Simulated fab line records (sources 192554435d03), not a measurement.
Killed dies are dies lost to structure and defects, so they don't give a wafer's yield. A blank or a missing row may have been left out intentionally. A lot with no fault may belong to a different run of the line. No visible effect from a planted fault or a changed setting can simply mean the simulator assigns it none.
The tool behind it: which one?    flow n5-finfet    24 lots with 72 wafers sampled at 3 steps, on a route of 1938 steps

== WHAT EACH GAUGE READ, for each wafer ==
N5_BEOL_M1_INSPECT_59: inspects for defects (darkfield). Usual: 70 for raw-defect-count, sd 26.
lot   measured      on                 raw-defect-count  flag
L074  day 6 14:55   defect-inspect-02  59 57 117         
L076  day 6 18:06   defect-inspect-02  109 124 203       
L075  day 6 22:35   defect-inspect-01  72 46 60          
L077  day 7 06:53   defect-inspect-01  69 44 73          
L078  day 7 10:50   defect-inspect-01  60 59 64          
L079  day 7 21:29   defect-inspect-02  52 52 66          
L081  day 8 00:55   defect-inspect-01  44 63 106         
L082  day 8 12:08   defect-inspect-01  48 41 39          
L080  day 8 12:10   defect-inspect-02  29 56 45          
L083  day 8 21:31   defect-inspect-01  48 82 69          
L084  day 9 01:58   defect-inspect-02  38 43 77          
L085  day 9 13:52   defect-inspect-01  104 91 98         
L086  day 9 19:48   defect-inspect-02  82 68 105         
L087  day 10 04:25  defect-inspect-02  72 83 54          
L088  day 10 05:42  defect-inspect-02  70 87 64          
L089  day 10 13:16  defect-inspect-01  64 77 48          
L090  day 10 19:20  defect-inspect-02  37 51 37          
L091  day 11 00:17  defect-inspect-02  44 64 65          
L092  day 11 01:04  defect-inspect-01  74 41 39          
L093  day 11 03:31  defect-inspect-02  51 59 62          
L094  day 11 10:25  defect-inspect-01  90 66 75          
L095  day 11 15:24  defect-inspect-01  82 58 85          
L096  day 12 04:45  defect-inspect-01  55 57 59          
L097  day 12 08:04  defect-inspect-02  96 84 74          

N5_BEOL_M2_OVL_MEAS_12. Usual: M2_OVL -0.4 nm, standard deviation 0.57.
lot   measured      on          M2_OVL (nm)     flag
L074  day 6 17:43   overlay-02  -0.7 -1.1 -1.0  
L076  day 6 18:58   overlay-02  0.3 0.4 -0.9    
L075  day 6 23:56   overlay-01  -1.3 -0.9 -0.8  
L077  day 7 07:57   overlay-02  0.2 -0.4 -0.7   
L078  day 7 12:17   overlay-02  -0.9 -0.8 -1.1  
L079  day 7 22:17   overlay-02  -0.4 -0.3 -0.5  
L081  day 8 02:29   overlay-02  0.3 -1.2 0.0    
L082  day 8 13:08   overlay-02  0.3 -0.6 0.3    
L080  day 8 13:20   overlay-02  -0.2 -0.9 0.0   
L083  day 8 22:40   overlay-02  0.1 -0.7 -0.2   
L084  day 9 02:37   overlay-01  0.6 -0.3 0.6    
L085  day 9 14:52   overlay-02  -1.1 -0.6 -0.9  
L086  day 9 20:35   overlay-01  -0.6 0.1 0.6    
L087  day 10 05:11  overlay-01  0.2 -0.1 0.5    
L088  day 10 08:09  overlay-02  -0.8 -0.5 -0.2  
L089  day 10 14:02  overlay-01  -0.2 0.1 -1.4   
L090  day 10 21:10  overlay-02  -0.1 -1.0 -0.7  
L091  day 11 01:58  overlay-02  -0.3 -0.1 -0.8  
L092  day 11 03:02  overlay-01  0.6 -0.9 0.9    
L093  day 11 04:20  overlay-02  -0.1 0.2 -0.4   
L094  day 11 11:09  overlay-01  -0.6 -1.1 -0.9  
L095  day 11 16:14  overlay-02  -0.2 -1.1 -1.5  
L096  day 12 07:35  overlay-01  -0.1 0.4 1.4    
L097  day 12 11:12  overlay-01  -0.2 -1.2 -1.4  

== WHICH TOOL RAN EACH LOT (tool, then ch and the chambers of the sampled wafers, then the start) ==
lot   N5_BEOL_M2_ILD_DEP_00
L074  pecvd-02 ch 1,2, day 6 14:57
L076  pecvd-02 ch 0,1, day 6 18:08
L075  pecvd-02 ch 0,1,2, day 6 22:37
L077  pecvd-01 ch 0,1,2, day 7 06:55
L078  pecvd-02 ch 0,1, day 7 10:53
L079  pecvd-02 ch 1,2, day 7 21:31
L081  pecvd-01 ch 0,1, day 8 00:58
L082  pecvd-01 ch 0,1,2, day 8 12:11
L080  pecvd-04 ch 0,1, day 8 12:12
L083  pecvd-01 ch 0,2, day 8 21:34
L084  pecvd-02 ch 1,2, day 9 02:00
L085  pecvd-04 ch 0,2, day 9 13:53
L086  pecvd-01 ch 0,1,2, day 9 19:50
L087  pecvd-04 ch 0,2, day 10 04:26
L088  pecvd-04 ch 0,2, day 10 05:44
L089  pecvd-04 ch 1,2, day 10 13:18
L090  pecvd-01 ch 0,1,2, day 10 19:23
L091  pecvd-01 ch 0,1, day 11 00:20
L092  pecvd-01 ch 0,1,2, day 11 01:06
L093  pecvd-04 ch 1,2, day 11 03:33
L094  pecvd-04 ch 1,2, day 11 10:27
L095  pecvd-01 ch 0,1,2, day 11 15:26
L096  pecvd-04 ch 0,1, day 12 04:47
L097  pecvd-04 ch 1,2, day 12 08:06
- N5_BEOL_M2_ILD_DEP_00: deposits SiOC from DEMS/O2, target thk 79 nm, time 15.3 s.

== AS READ BY THE TOOLS THEMSELVES (means over the sampled wafers that have a number; for cases with no such wafer, the mark the record gives instead) ==
N5_BEOL_M2_ILD_DEP_00. Usual: heater-power-w 496 W, standard deviation 110; showerhead-plenum-p-Torr 5.697 Torr, standard deviation 0.012; throttle-valve-pct 11.9 %, standard deviation 0.4.
lot   tool      heater-power-w (W)  showerhead-plenum-p-Torr (Torr)  throttle-valve-pct (%)  flag
L074  pecvd-02  530                 5.703                            12.0                    
L076  pecvd-02  664                 5.691                            12.0                    
L075  pecvd-02  626                 5.702                            11.9                    
L077  pecvd-01  470                 5.692                            11.9                    
L078  pecvd-02  680                 5.687                            11.7                    
L079  pecvd-02  596                 5.704                            11.8                    
L081  pecvd-01  451                 5.699                            11.9                    
L082  pecvd-01  466                 5.696                            11.9                    
L080  pecvd-04  440                 5.703                            11.8                    
L083  pecvd-01  398                 5.695                            11.6                    
L084  pecvd-02  592                 5.701                            11.9                    
L085  pecvd-04  482                 5.693                            11.9                    
L086  pecvd-01  467                 5.693                            11.9                    
L087  pecvd-04  460                 5.692                            11.7                    
L088  pecvd-04  444                 5.686                            11.9                    
L089  pecvd-04  465                 5.687                            11.9                    
L090  pecvd-01  439                 5.686                            12.0                    
L091  pecvd-01  440                 5.712                            12.1                    
L092  pecvd-01  421                 5.695                            12.2                    
L093  pecvd-04  494                 5.704                            11.8                    
L094  pecvd-04  466                 5.706                            11.9                    
L095  pecvd-01  444                 5.701                            11.9                    
L096  pecvd-04  449                 5.702                            11.8                    
L097  pecvd-04  502                 5.694                            11.8                    

== THE ANSWER, worked out from the rows above alone ==
Rule: lot off if the mean of its wafers having a number is beyond 3 standard deviations from the usual mean. Also off: a lot with no number at a reading for which 4 or more lots have one. All remaining lots with rows at the step are treated as sound. The gauges are gone through in route order, then the tools' own readings, and for those a lot's mean is taken as printed above. The first step at which some lot is off is used, and at that step the reading that is off furthest; a lot without a number counts as furthest.
No lot is off on any of the readings shown, so nothing can be concluded from this.

== WHAT THE SIMULATOR HAD INSERTED ==
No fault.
